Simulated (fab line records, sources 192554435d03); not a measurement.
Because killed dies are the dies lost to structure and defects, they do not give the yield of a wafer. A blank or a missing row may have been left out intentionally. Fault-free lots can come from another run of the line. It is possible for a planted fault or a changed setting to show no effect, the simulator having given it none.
The tool behind it: which one?	flow n5_finfet	13 lots with 39 wafers sampled at 4 steps, on a route of 1938 steps

## WHAT EACH GAUGE READ, for each wafer
N5_BEOL_M11_THK_MEAS_01.
lot	measured	on	M11_ILD_THK (nm)
L448	day 12 06:18	film_metro-01	269.4 271.7 269.9
L450	day 12 20:22	film_metro-02	266.7 273.6 269.3
L452	day 13 15:20	film_metro-02	263.4 263.1 270.4
L453	day 14 02:14	film_metro-01	265.6 269.4 267.5
L463	day 17 19:10	film_metro-02	262.9 268.2 267.6
L468	day 18 22:44	film_metro-01	267.9 269.4 266.6
L470	day 19 01:43	film_metro-01	267.6 268.5 273.1
L464	day 19 03:26	film_metro-01	267.6 267.0 265.3
L465	day 19 12:53	film_metro-02	264.0 264.5 267.1
L467	day 19 21:59	film_metro-02	267.2 268.2 272.3
L462	day 19 22:49	film_metro-01	265.7 270.7 271.7
L466	day 20 09:34	film_metro-01	264.8 265.5 268.1
L469	day 20 10:18	film_metro-01	266.4 266.5 266.6

N5_BEOL_M11_CD_MEAS_11: the cd target is 64.1 nm.
lot	measured	on	cd_nm (nm)
L448	day 12 07:48	cd_sem-03	64.0 63.9 64.2
L450	day 12 22:08	cd_sem-02	64.0 64.2 63.8
L452	day 13 16:01	cd_sem-02	63.9 63.4 63.6
L453	day 14 02:58	cd_sem-03	64.0 64.0 63.9
L463	day 17 21:49	cd_sem-02	64.1 63.9 64.1
L468	day 19 00:47	cd_sem-01	64.1 63.6 64.3
L470	day 19 02:43	cd_sem-01	63.5 63.8 64.0
L464	day 19 05:35	cd_sem-01	64.6 64.1 64.1
L465	day 19 13:59	cd_sem-02	63.7 64.3 64.0
L467	day 20 00:02	cd_sem-03	63.8 64.4 64.0
L462	day 20 00:22	cd_sem-02	63.2 64.0 63.2
L466	day 20 10:50	cd_sem-03	63.2 63.5 63.3
L469	day 20 11:05	cd_sem-01	64.2 63.8 63.6

## TOOL THAT RAN EACH LOT (tool first, then ch and the chambers of the sampled wafers, then the start)
lot	N5_BEOL_M10_PRE_CLEAN_45	N5_BEOL_M11_COAT_05
L448	pvd_sputter-02, day 12 04:08	litho_track-03 ch 0, day 12 07:26
L450	pvd_sputter-01, day 12 17:26	litho_track-03 ch 0, day 12 21:54
L452	pvd_sputter-01, day 13 13:05	litho_track-03 ch 0, day 13 15:46
L453	pvd_sputter-01, day 14 00:02	litho_track-03 ch 0, day 14 02:36
L463	pvd_sputter-02, day 17 15:32	litho_track-05 ch 0, day 17 21:28
L468	pvd_sputter-02, day 18 20:18	litho_track-01 ch 0, day 19 00:32
L470	pvd_sputter-03, day 18 21:13	litho_track-05 ch 0, day 19 02:21
L464	pvd_sputter-01, day 19 01:10	litho_track-01 ch 0, day 19 05:13
L465	pvd_sputter-03, day 19 09:42	litho_track-01 ch 0, day 19 13:37
L467	pvd_sputter-03, day 19 19:42	litho_track-05 ch 0, day 19 23:41
L462	pvd_sputter-02, day 19 20:16	litho_track-01 ch 0, day 20 00:07
L466	pvd_sputter-03, day 20 06:36	litho_track-05 ch 0, day 20 10:33
L469	pvd_sputter-02, day 20 08:06	litho_track-03 ch 0, day 20 10:43
- N5_BEOL_M10_PRE_CLEAN_45: time 30 s.
- N5_BEOL_M11_COAT_05: resist thk 90 nm.

## AS READ BY THE TOOLS THEMSELVES (means over the sampled wafers that have a number; for cases with no such wafer, the mark the record gives instead)
N5_BEOL_M10_PRE_CLEAN_45.
lot	tool	heater_power_w (W)
L448	pvd_sputter-02	339
L450	pvd_sputter-01	302
L452	pvd_sputter-01	318
L453	pvd_sputter-01	303
L463	pvd_sputter-02	324
L468	pvd_sputter-02	330
L470	pvd_sputter-03	322
L464	pvd_sputter-01	303
L465	pvd_sputter-03	341
L467	pvd_sputter-03	309
L462	pvd_sputter-02	317
L466	pvd_sputter-03	350
L469	pvd_sputter-02	339

N5_BEOL_M11_COAT_05.
lot	tool	spin_speed_rpm (rpm)
L448	litho_track-03	1501.0
L450	litho_track-03	1500.5
L452	litho_track-03	1318.2
L453	litho_track-03	1318.8
L463	litho_track-05	1501.4
L468	litho_track-01	1498.7
L470	litho_track-05	1500.1
L464	litho_track-01	1499.9
L465	litho_track-01	1500.9
L467	litho_track-05	1498.8
L462	litho_track-01	1499.1
L466	litho_track-05	1502.0
L469	litho_track-03	1498.6

## THE ANSWER, worked out from the rows above alone
Rule: the lots themselves supply what counts as usual. Put in order of their means at a reading, lots are off if they are a third of the lots or fewer, leave a main group of 4 or more, and stand apart from it by a gap of 3 or more times the standard deviation of the main group's means; of several such gaps the widest counts. Not used: any main group whose means are identical at the precision the tables above print for the reading. A lot without any number at a reading at which 4 lots or more have one is off too. Any other lot the step has rows for is counted as sound. After the gauges, taken in route order, come the tools' own readings; for these a lot's mean is taken, as printed above. At the first step where some lot is off, the reading lying furthest off is the one used; lots without a number count as furthest.
Off: L452, L453 (N5_BEOL_M11_COAT_05, spin_speed_rpm). The main group: mean 1500.1 rpm, standard deviation 1.1.
A tool fits if, at that step or a process step before it, it ran every lot that is off, and no sound lot after the first of them. Of those tried, none fits.

## WHAT THE SIMULATOR HAD PUT IN
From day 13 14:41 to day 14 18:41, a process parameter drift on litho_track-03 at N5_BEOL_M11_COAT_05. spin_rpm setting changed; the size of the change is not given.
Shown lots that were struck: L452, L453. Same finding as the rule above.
